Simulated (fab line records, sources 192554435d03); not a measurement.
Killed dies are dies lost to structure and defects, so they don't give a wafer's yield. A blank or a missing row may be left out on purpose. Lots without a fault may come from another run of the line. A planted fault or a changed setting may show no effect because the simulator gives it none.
fab line records | flow n5_finfet
record lots=4 wafers=12 last_day=18
route steps=1938 shown BEOL_M9@1426 PASSIVATION@1936
lots that met no fault: from a run of the same line without faults
start_h: hours from the record's first day to the start of the lot's first wafer shown | wait_h: hours since the lot's step before | " the same as in the row above | L1.1+2: a row that stands for several wafers | - no value, or no start given | * or withheld: withheld | < > ~ a bound
route shown NAME@n: a module of which the file shows steps, and the number in the route of the first | usual: mean/standard deviation of fault-free wafers | same: alike in all rows | chamber/n: place in a boat | sites: the reading at each site | _std_site: their standard deviation | _edge_site: outer sites' mean less inner sites' | radius_mm: how far each site lies from the wafer's centre | mask NAME#n: copy n | behind: the tool/chamber that last shaped the wafer | hold: why the lot was held/for how many hours/how that ended | device: the transistor (n, p or np) that didn't switch | end of line: the same wafers' tests at the end of the route | a step without rows: its recipe alone | killed: dies lost to structure and defects at the first sort, not the wafer's yield | map: a wafer's dies, x killed, . not, _ none there
set.NAME: the setting as run; set.NAME@STEP: as run at that earlier step | model.NAME: the simulator's own value behind a step, which no gauge read
lots at some steps of the route; a table a step, a row a wafer
services: from which hour (start_h, from the record's first day; less than 0 if before it) a tool's chamber was out of use, for how many hours, and why
## steps
# step N5_BEOL_M9_COAT_64
# recipe resist=SiARC temp_c=220 time_s=60 spin_rpm=1500 resist_thk_nm=12
# step N5_BEOL_M9_COAT_75
# recipe resist=underlayer temp_c=205 time_s=60 spin_rpm=1500 resist_thk_nm=5
# step N5_BEOL_M9_COAT_22
# recipe resist=CAR-EUV spin_rpm=1500 resist_thk_nm=30
# step N5_BEOL_M9_EBR_24
# recipe solvent=PGMEA ebr_width_mm=1.5
# step N5_BEOL_M9_SOFTBAKE_23
# recipe temp_c=110 time_s=60 resist=CAR-EUV
# step N5_BEOL_M9_EXPOSE_25
# recipe mask_id=V8 na=0.33 source_shape=annular sigma_inner=0.4 sigma_outer=0.8 polarization=unpolarized dose_mj=37.25
# step N5_BEOL_M9_PEB_26
# recipe peb_temp_c=100 peb_time_s=60 resist=CAR-EUV
# step N5_BEOL_M9_DEVELOP_27
# recipe develop_time_s=30 developer=TMAH resist=CAR-EUV rinse_liquid=surfactant_rinse dry=air_spin dev_temp_c=23
# step N5_BEOL_M9_DESCUM_33
# recipe chemistry=O2 time_s=7 source_power_w=50 bias_power_w=20 pressure_mtorr=20 rf_frequency_hz=2.712e+07 temp_c=40 resist=CAR-EUV o2_flow_sccm=225
# step N5_BEOL_M9_ETCH_76
# recipe chemistry=N2/H2 target=underlayer target_depth_a=65 mask_material=CAR-EUV time_s=5.2 ion_energy_ev=200 pressure_mtorr=30 source_w=840 bias_w=150 n2_flow_sccm=200 h2_flow_sccm=200 ends=cleared
# usual chamber_pressure_mTorr=30.00/0.045 drypump_motor_current_A=5.8/0.33 etch_rf_on_time_s=5.21/0.18 n2_flow_sccm=200.0/0.55 oes_product_au=0.69/0.077 rf_fwd_power_W=819.3/2.4 rf_vpp_V=525.0/2.7 showerhead_plenum_p_Torr=2.59/0.086 throttle_valve_pct=17.88/0.26
# columns lot.wafer tool chamber start_h wait_h chamber_pressure_mTorr drypump_motor_current_A etch_rf_on_time_s n2_flow_sccm oes_product_au rf_fwd_power_W rf_hours_counter_h rf_vpp_V showerhead_plenum_p_Torr throttle_valve_pct
L127.1 rie_diel-06 1 261.70 0.0 30.08 5.9 5.21 200.2 0.81 816.4 16 531.7 2.70 17.72
L127.2 " 2 " " 30.08 5.9 5.55 200.0 0.61 816.5 158 526.2 2.65 17.68
L127.6 " 3 " " 30.00 5.9 5.30 199.5 0.68 823.3 - 523.0 2.47 18.32
L141.1 rie_diel-06 0 335.80 0.0 29.98 5.9 5.01 200.0 0.72 821.4 77 526.0 2.57 17.46
L141.2 " 3 " " 30.00 5.9 5.26 199.8 0.67 819.4 115 517.6 2.46 18.39
L141.5 " 3 " " 29.94 5.8 5.30 200.1 0.67 818.1 - 523.6 2.46 18.35
L143.3 rie_diel-06 1 364.93 0.0 29.98 5.9 5.15 199.4 0.77 817.9 48 529.6 2.68 17.77
L143.4 " 3 " " 30.02 5.8 5.25 201.3 0.66 816.8 123 521.8 2.45 18.39
L143.6 " 0 " " 30.05 5.9 4.97 200.5 0.72 821.8 - 524.6 2.57 17.50
L144.1 rie_diel-02 3 365.12 0.0 30.02 5.9 5.34 199.5 0.69 819.4 95 523.2 2.57 17.86
L144.5 " 0 " " 30.07 6.5 5.08 199.5 0.78 820.8 - 528.3 2.69 17.69
L144.6 " 1 " " 29.95 5.9 5.40 199.4 0.59 821.6 - 524.8 2.52 18.27
# step N5_BEOL_M9_ETCH_65
# recipe chemistry=CF4 target=SiARC target_depth_a=156 mask_material=CAR-EUV time_s=26 ion_energy_ev=80 pressure_mtorr=40 source_w=545 bias_w=36 Ar_flow_sccm=100 cf4_flow_sccm=100 ends=cleared
# step N5_BEOL_M9_ETCH_66
# recipe chemistry=N2/H2 target=SOC target_depth_a=800 overetch_a=160 mask_material=SiARC temp_c=40 time_s=120 ion_energy_ev=200 pressure_mtorr=30 source_w=840 bias_w=150 n2_flow_sccm=200 h2_flow_sccm=200
# step N5_BEOL_M9_STRIP_69
# recipe chemistry=N2/H2 temp_c=40 n2_flow_sccm=200 h2_flow_sccm=200 rf_frequency_hz=6e+07
# step N5_BEOL_M9_STRIP_77
# recipe chemistry=N2/H2 temp_c=40 n2_flow_sccm=200 h2_flow_sccm=200 rf_frequency_hz=6e+07
# step N5_BEOL_M9_VIA_ETCH_34
# recipe chemistry=C4F6/O2 target=SiCOH_lowk target_depth_a=1824 mask_material=SOC taper_deg=4 time_s=68.4 ion_energy_ev=250 pressure_mtorr=30 source_w=345 bias_w=185 Ar_flow_sccm=300 C4F6_flow_sccm=10 O2_flow_sccm=10
# step N5_BEOL_M9_STRIP_73
# recipe chemistry=C4F6/O2 resist=SiARC rf_frequency_hz=6e+07
# step N5_BEOL_M9_STRIP_36
# recipe chemistry=N2/H2 power_w=450 temp_c=40 pressure_mtorr=20 rf_frequency_hz=6e+07 overash_fraction=0.3 bias_power_w=7 h2_frac=0.5 n2_flow_sccm=200 h2_flow_sccm=200
# step N5_BEOL_M9_TRENCH_ETCH_37
# recipe chemistry=C4F6/O2 target_depth_a=1514.3 target=SiCOH_lowk time_s=49 ion_energy_ev=250 pressure_mtorr=30 source_w=345 bias_w=185 Ar_flow_sccm=300 C4F6_flow_sccm=10 O2_flow_sccm=10
# step N5_BEOL_M9_ETCH_41
# recipe chemistry=CH3F/O2 target=SiCN target_depth_a=366 taper_deg=2 time_s=70.1 ion_energy_ev=120 mask_material=TiN pressure_mtorr=30 source_w=395 bias_w=75 Ar_flow_sccm=150 CH3F_flow_sccm=30 O2_flow_sccm=20
# step N5_BEOL_M9_STRIP_80
# recipe chemistry=N2/H2 time_s=10 power_w=450 temp_c=40 pressure_mtorr=20 rf_frequency_hz=6e+07 bias_power_w=7 n2_flow_sccm=200 h2_flow_sccm=200
# step N5_BEOL_M9_HM_STRIP_39
# recipe chemistry=peroxide_tin_strip material=TiN target_depth_a=250 temp_c=50 time_s=158
# step N5_BEOL_M9_SRD_40
# recipe time_s=30 temp_c=23 rinse_liquid=diw dry=ipa_marangoni
# step N5_BEOL_M9_PRECLEAN_42
# recipe chemistry=residue_remover time_s=60 temp_c=40
# step N5_BEOL_M9_SRD_43
# recipe time_s=30 temp_c=23 rinse_liquid=diw dry=ipa_marangoni
# step N5_BEOL_M9_CURE_72
# recipe temp_c=370 time_s=120 ambient=DMADMS/He material=SiCOH_lowk
# step N5_BEOL_M9_DEGAS_44
# recipe ambient=vacuum temp_c=250 time_s=60
# step N5_BEOL_M9_PRE_CLEAN_45
# recipe gas=H2/He time_s=30 temp_c=250
# step N5_BEOL_M9_ALD_74
# recipe material=TaN target_thk_a=20 temp_c=275 ald_precursor_family=PDMAT ald_co_reactant=NH3 pressure_torr=3 carrier_flow_sccm=1500 pulse_time_s=2 purge_time_s=3 co_reactant_purge_time_s=2 co_reactant_pulse_time_s=3 ald_cycles=40 precursor_vessel_temp_c=75 precursor_vessel_pressure_torr=26.25 precursor_vessel_carrier_sccm=1000
# step N5_BEOL_M9_SURFACE_TREAT_79
# recipe gas=Ar time_s=* ion_energy_ev=* ion_current_ma_cm2=0.5 pressure_mtorr=* ar_flow_sccm=30
# step N5_BEOL_M9_CVD_78
# recipe material=Co target_thk_a=20 temp_c=withheld precursor=CCTBA/H2 pressure_torr=30 time_s=138.9
# step N5_BEOL_M9_SPUTTER_48
# recipe material=Cu target_thk_a=120 temp_c=-20 bias_v=60 power_w=26000 chamber_pressure_pa=0.13 time_s=2
# step N5_BEOL_M9_ECD_50
# recipe material=Cu target_thk_a=3180
# step N5_BEOL_M9_ANNEAL_51
# recipe temp_c=225 time_s=90 ambient=N2
# step N5_BEOL_M9_CMP_52
# recipe stop_on=SiCOH_lowk t_overpolish_s=7 down_force_psi=1 platen_rpm=50 clearing_platen_down_force_psi=1.5 clearing_platen_rpm=50 post_cmp_clean=cu_alkaline target_thk_nm=140 clearing_platen_pad_velocity_m_s=0.99484 pad_velocity_m_s=0.99484
# step N5_BEOL_M9_PRE_CLEAN_55
# recipe gas=NH3 time_s=15 temp_c=withheld rf_power_w=300
# step N5_BEOL_M9_DEP_56
# recipe material=SiCN target_thk_a=150 temp_c=withheld precursor=3MS/NH3 pressure_torr=3 rf_w=202 time_s=26.5
# step N5_PASSIVATION_PROBE_49
# usual defect_limited_yield=91.7/1.5 killed_at_M0_to_M3=32/10 killed_at_M4_up=14/5.3 killed_at_contacts=13/5.7 killed_at_front_end=37/10 killed_at_other=3.3/2.5 killed_dies=98/18 killed_on_rim=13/3.6 killed_open=65/13 killed_short=31/7.5 sort_bin_5_function=4.9/0.91 sort_bin_6_memory=3.1/0.71 sort_n_pass=1082/18 sort_yield_pct=91.7/1.5
# same gross_dies=1180 killed_at_back_side=0 sort_bin_4_leakage[%]=0 sort_bin_8_speed[%]=0
# columns lot.wafer tool chamber start_h wait_h defect_limited_yield[%] killed_at_M0_to_M3 killed_at_M4_up killed_at_contacts killed_at_front_end killed_at_other killed_dies killed_on_rim killed_open killed_short sort_bin_5_function[%] sort_bin_6_memory[%] sort_n_pass sort_yield_pct[%]
L141.2 prober-02 - 399.02 0.1 80.7 28 164 13 21 2 228 16 48 21 12.3 2.9 952 80.7
L141.5 prober-02 - 399.17 0.2 80.4 27 168 8 26 2 231 9 43 28 12.7 2.7 949 80.4
L143.4 prober-02 - 428.92 0.3 80.1 33 166 4 29 3 235 16 49 25 10.3 4.3 945 80.1
# killed by level:class
L141.2 BEOL_M9:unspecified=159 MOL_CONTACT_COAG:geometric_particle:open=11 BEOL_M2:geometric_particle:open=9 BEOL_M0_SAQP:geometric_particle:short=7 STI_FIN_REVEAL:geometric_particle:open=6 FIN_CUT:geometric_particle:open=4 BEOL_M0_SAQP:geometric_particle:open=4 STI_FIN_REVEAL:geometric_particle:short=3
L141.5 BEOL_M9:unspecified=160 MOL_CONTACT_COAG:geometric_particle:open=7 STARTING-WAFER:geometric_particle:short=7 BEOL_M0_SAQP:geometric_particle:short=6 DUMMY_GATE:geometric_particle:open=5 BEOL_M2:geometric_particle:open=5 BEOL_M0_SAQP:geometric_particle:open=4 BEOL_M3:geometric_particle:open=4
L143.4 BEOL_M9:unspecified=158 BEOL_M0_SAQP:geometric_particle:open=8 BEOL_M1:geometric_particle:open=7 DUMMY_GATE:geometric_particle:open=6 BEOL_M0_SAQP:geometric_particle:short=6 GATE_CUT:geometric_particle:short=5 MOL_CONTACT_COAG:geometric_particle:open=4 BEOL_M3:geometric_particle:open=4
# map L141.5 (x killed, . not)
_________________...x...x....________________
______________.......x....x....._____________
___________..x.....x............x..__________
__________.........................._________
________....x......x........x........._______
_______............x.........x.........______
______........................x........._____
_____...............x...................x____
____......x.x....x...................x....___
___.......x.xx.xx.....x.x..................__
___.......xxxxxxxx...x.....................__
__...x...xxxxxxxxxxxxx......................_
__...x..x.xxxxxxxxxxxxx..x.....x............_
_.......xxxxxxxxxxxxxx.x...............x..x..
_.......xxxxxxxxxxxxxxxx........x............
_......xxxxxxxxxxxxxxxxx..x..................
_....xx.xxxxxxxxxxxxxx.x.....x...............
_.....x..xxxxxxxxxxxx.x....x.................
_.......xx.xxxxxxxxxx........................
_......xx.xxxxxxxxxxx...x.......x..........x.
_..x....x...xxx.xxx.x.........x.x...x........
__.........x.xxxxx.x...........x............_
__........x.....x....x......x..............._
___.....x.......x......................x...__
___...x............x.........x..........x..__
____.......x...................x..x.......___
_____.....x......x.x....x................____
______..........x....x...........x....x._____
_______..x.........................x...______
________.............................._______
__________.x...x..........x........x_________
___________.....x..x...........x...__________
______________......x..........._____________
_________________............________________
# map L143.4 (x killed, . not)
_________________x...........________________
______________.........x........_____________
___________x.......................__________
__________...x..........x....x......_________
________x...xx....................x..._______
_______......xx.......................x______
______...........xx..................x.._____
_____...........x..........x....x........____
____..........xx..........................___
___......x........x.........x..............__
___x..x..x.xxxxxxx.x..x....................__
__...x.x..xxxxxxxxx.x.x....................x_
__......xx.xxxxxxxxxxxx.x......x............_
_x.....x.xxxxxxxxxxxxx.x.....................
_....xxxxxxxxxxxxxxxxx.x..........x..........
_.x..x..xxxxxxxxxxxxxxxx...............x.....
_.......xxxxxxxxxxxxxxxx....................x
_..x...xxxxxxxxxxxxxxx...x...................
_......x..xxxxxxxxxxxxxx...................x.
_.....xx.x.xxxxxxxxxxx...............x....x.x
_.x.....x..xxxxxxxxx.........x...............
__........x.xxx..xx......x.................._
__.......x........x...............x........._
___.........................x......x......x__
___..x......................x..............__
____......................x...............___
_____........................x......x....____
______.x................x.x......x..x..._____
_______.........................x......______
________....x..x.....x................_______
__________x........................._________
___________.........x..............__________
______________....xx.x.....x...x_____________
_________________x.......x...________________
## services
# columns tool chamber start_h hours kind
rie_diel-06 1 256.96 4.2 repair
rie_diel-02 0 265.89 - clean
rie_diel-02 0 265.89 - consumable_replace:focus_ring
rie_diel-02 0 265.89 - consumable_replace:showerhead
rie_diel-02 0 265.89 15.8 scheduled_down
rie_diel-02 0 265.89 15.8 vent_cycle
rie_diel-06 - 301.29 2.1 repair
rie_diel-02 - 350.76 0.6 repair
## key
first_sign step=N5_PASSIVATION_PROBE_49 reading=killed_at_M4_up direction=up sigmas=29 usual=14 struck=166
effect step=N5_PASSIVATION_PROBE_49 reading=defect_limited_yield direction=down sigmas=7.6 usual=91.7 struck=80.4
more_kills_born_at N5_BEOL_M9_ETCH_76@rie_diel-06=477
met_at N5_BEOL_M9_ETCH_76
struck_wafers L141.2,L141.5,L143.4
onset_between 261.70 335.80
fault kind=chamber_particle_source tool=rie_diel-06 chamber=3 onset_h=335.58 steps=N5_BEOL_M9_ETCH_76 rate_per_visit_cm2=1.9696 end_h=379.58
